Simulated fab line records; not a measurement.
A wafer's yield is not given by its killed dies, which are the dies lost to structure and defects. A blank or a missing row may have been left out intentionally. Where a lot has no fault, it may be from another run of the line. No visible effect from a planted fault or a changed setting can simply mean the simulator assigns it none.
Which tool is to blame?	flow nand harc	36 wafers from 12 lots sampled at 5 of the route's 1302 steps

== WHAT EACH GAUGE READ, for each wafer ==
NHARC_THIN_TSV_CD_MEAS_12: target cd 1000 nm. Usual: 999.6 nm for cd nm, sd 1.9.
lot	measured	on	cd nm (nm)	flag
L187	day 23 12:41	cd sem-02	1000.2 1003.0 1000.0	
L188	day 24 17:31	cd sem-02	996.7 995.4 996.6	
L191	day 25 06:33	cd sem-02	993.1 997.5 996.8	
L189	day 25 07:37	cd sem-02	998.4 999.8 999.2	
L190	day 25 11:07	cd sem-01	998.6 1000.2 997.9	
L192	day 25 23:56	cd sem-02	1000.9 1001.6 1000.3	
L193	day 26 22:34	cd sem-01	995.5 997.5 997.2	
L194	day 26 23:46	cd sem-02	1000.3 1000.8 999.3	
L196	day 27 18:20	cd sem-01	998.4 999.3 999.7	
L205	day 31 07:27	cd sem-02	1001.3 1001.7 1000.4	
L206	day 32 02:44	cd sem-02	1000.7 1002.1 1003.9	
L209	day 32 15:30	cd sem-02	998.5 1001.0 999.1	

NHARC_END_SORT_01. Usual: value, then standard deviation, for each; defect limited yield 91 % / 3; killed at array 59 / 20; killed at other 0.8 / 1; killed at periphery 3.2 / 2.1; killed dies 63 / 21; killed open 3.0 / 1.9; killed short 2.3 / 1.5.
lot	measured	on	defect limited yield (%)	killed at array	killed at other	killed at periphery	killed dies	killed open	killed short	flag
L187	day 24 04:12	prober-02	89 90 90	69 64 65	3 1 2	1 1 4	73 66 71	6 3 2	1 2 1	
L188	day 25 09:34	prober-02	96 97 96	23 21 21	0 1 1	2 1 3	25 23 25	2 2 8	3 2 3	
L191	day 25 21:37	prober-02	95 96 96	29 26 22	1 0 1	2 2 1	32 28 24	7 2 1	2 1 1	
L189	day 25 21:34	prober-01	87 87 88	81 82 78	4 5 2	0 2 2	85 89 82	5 6 3	5 3 2	
L190	day 26 07:46	prober-01	96 96 95	25 20 30	0 0 0	1 4 3	26 24 33	3 6 4	0 0 6	
L192	day 26 16:01	prober-02	89 87 88	75 83 70	0 2 0	2 3 8	77 88 78	2 2 8	4 4 4	
L193	day 27 13:29	prober-01	91 90 89	59 68 74	0 0 0	2 1 3	61 69 77	3 1 3	2 1 4	
L194	day 27 21:18	prober-02	90 91 91	56 57 56	0 0 0	9 7 4	65 64 60	6 4 2	1 4 1	

== TOOL THAT RAN EACH LOT (tool first, then ch and the chambers of the sampled wafers, then the start) ==
lot	NHARC_THIN_TSV_ETCH_44	NHARC_THIN_TSV_ETCHBACK_48	NHARC_THIN_TSV_DEGAS_49
L187	rie diel-08 ch 1,2,3, day 23 13:07	rie diel-08 ch 0,1,2, day 23 15:03	pvd sputter-01, day 23 15:29
L188	rie diel-08 ch 0,1, day 24 17:52	rie diel-08 ch 0,2,3, day 24 19:59	pvd sputter-01, day 24 20:28
L191	rie diel-04 ch 1,2,3, day 25 06:54	rie diel-13 ch 1,2,3, day 25 08:47	pvd sputter-02, day 25 09:20
L189	rie diel-08 ch 0,1,3, day 25 07:52	rie diel-13 ch 0,3, day 25 09:52	pvd sputter-02, day 25 10:24
L190	rie diel-13 ch 0,3, day 25 11:20	rie diel-04 ch 0,1,3, day 25 13:25	pvd sputter-02, day 25 13:55
L192	rie diel-08 ch 2,3, day 26 00:14	rie diel-04 ch 1,2,3, day 26 02:12	pvd sputter-02, day 26 02:41
L193	rie diel-04 ch 0,2,3, day 26 22:56	rie diel-08 ch 1,2, day 27 00:49	pvd sputter-01, day 27 01:21
L194	rie diel-13 ch 0,2,3, day 27 00:01	rie diel-08 ch 1,3, day 27 02:00	pvd sputter-01, day 27 02:32
L196	rie diel-08 ch 0,1,3, day 27 18:41	rie diel-13 ch 0,1, day 27 20:36	pvd sputter-01, day 27 21:06
L205	rie diel-04 ch 0,2, day 31 07:52	rie diel-04 ch 0,1,2, day 31 09:52	pvd sputter-02, day 31 10:26
L206	rie diel-04 ch 0,1,3, day 32 03:09	rie diel-04 ch 0,3, day 32 05:02	pvd sputter-02, day 32 05:35
L209	rie diel-13 ch 0,2,3, day 32 15:48	rie diel-04 ch 0,2, day 32 17:46	pvd sputter-03, day 32 18:17
- NHARC_THIN_TSV_ETCH_44: etches the open film in CF4/O2, target depth 1594.2 nm, time 797.1 s.
- NHARC_THIN_TSV_ETCHBACK_48: etches the open film in C4F8/Ar, target depth 1028.5 nm, time 405.17 s.
- NHARC_THIN_TSV_DEGAS_49: time 120 s.

== WHAT THE TOOLS THEMSELVES READ (means of the sampled wafers that have a number; where no wafer has one, the mark that the record gives instead) ==
NHARC_THIN_TSV_ETCH_44. Usual: drypump motor current A 5.7 A, standard deviation 0.38; oes product au 1.001 a.u., standard deviation 0.012; rf fwd power W 299.8 W, standard deviation 0.94; rf vpp V 795 V, standard deviation 4.9; showerhead plenum p Torr 1.84 Torr, standard deviation 0.077; throttle valve pct 16.913 %, standard deviation 0.0088.
lot	tool	drypump motor current A (A)	oes product au (a.u.)	rf fwd power W (W)	rf vpp V (V)	showerhead plenum p Torr (Torr)	throttle valve pct (%)	flag
L187	rie diel-08	5.8	0.998	299.7	797	1.88	16.923	
L188	rie diel-08	5.6	0.991	300.8	795	1.85	16.918	
L191	rie diel-04	5.7	1.004	299.3	794	1.82	16.911	
L189	rie diel-08	5.7	0.996	299.7	796	1.86	16.907	
L190	rie diel-13	6.1	1.010	298.9	791	1.79	16.905	
L192	rie diel-08	5.9	0.994	299.7	801	1.92	16.906	
L193	rie diel-04	5.7	1.002	299.6	794	1.83	16.917	
L194	rie diel-13	5.7	1.006	300.1	796	1.86	16.921	
L196	rie diel-08	5.7	0.991	299.7	795	1.86	16.923	
L205	rie diel-04	6.0	1.081	339.2	798	1.90	16.913	OFF
L206	rie diel-04	5.4	1.090	340.3	792	1.78	16.916	OFF
L209	rie diel-13	5.7	0.993	299.1	795	1.85	16.914	

NHARC_THIN_TSV_ETCHBACK_48. Usual: oes product au 0.932 a.u., standard deviation 0.022; rf vpp V 547 V, standard deviation 3.2.
lot	tool	oes product au (a.u.)	rf vpp V (V)	flag
L187	rie diel-08	0.920	550	
L188	rie diel-08	0.975	550	
L191	rie diel-13	0.923	547	
L189	rie diel-13	0.932	544	
L190	rie diel-04	0.920	544	
L192	rie diel-04	0.921	546	
L193	rie diel-08	0.916	549	
L194	rie diel-08	0.917	547	
L196	rie diel-13	0.929	547	
L205	rie diel-04	0.965	547	
L206	rie diel-04	0.936	543	
L209	rie diel-04	0.923	549	

NHARC_THIN_TSV_DEGAS_49. Usual: 508 W for heater power w, sd 41.
lot	tool	heater power w (W)	flag
L187	pvd sputter-01	505	
L188	pvd sputter-01	505	
L191	pvd sputter-02	545	
L189	pvd sputter-02	516	
L190	pvd sputter-02	533	
L192	pvd sputter-02	550	
L193	pvd sputter-01	516	
L194	pvd sputter-01	518	
L196	pvd sputter-01	531	
L205	pvd sputter-02	531	
L206	pvd sputter-02	520	
L209	pvd sputter-03	469	

== THE ANSWER, worked out from the rows above alone ==
Rule: take the mean of a lot's wafers that have a number; if it is more than 3 standard deviations from the usual mean, the lot is off. A lot without any number at a reading at which 4 lots or more have one is off too. All remaining lots with rows at the step are treated as sound. After the gauges, taken in route order, come the tools' own readings; for these a lot's mean is taken, as printed above. At the first step where some lot is off, the reading lying furthest off is the one used; lots without a number count as furthest.
Off: L205, L206, at NHARC_THIN_TSV_ETCH_44 (rf fwd power W).
A tool fits if, at that step or a process step before it, it ran every lot that is off, and no sound lot after the first of them. One fits: rie diel-04 at NHARC_THIN_TSV_ETCH_44. Its last sound lot is L193 (day 26 22:56), its first lot that is off L205 (day 31 07:52): a fault that began between those two fits.
The tool's own readings at NHARC_THIN_TSV_ETCH_44 bear it out: on the lots that are off they differ by more than 5 times the standard deviation of the sound lots' means. oes product au reads 1.086 a.u. there against 0.998 a.u. on the sound lots; rf fwd power W reads 339.8 W there against 299.7 W on the sound lots.

== WHAT HAD BEEN PUT IN BY THE SIMULATOR ==
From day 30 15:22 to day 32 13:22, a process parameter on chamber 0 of rie diel-04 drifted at NHARC_THIN_TSV_ETCH_44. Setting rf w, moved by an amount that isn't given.
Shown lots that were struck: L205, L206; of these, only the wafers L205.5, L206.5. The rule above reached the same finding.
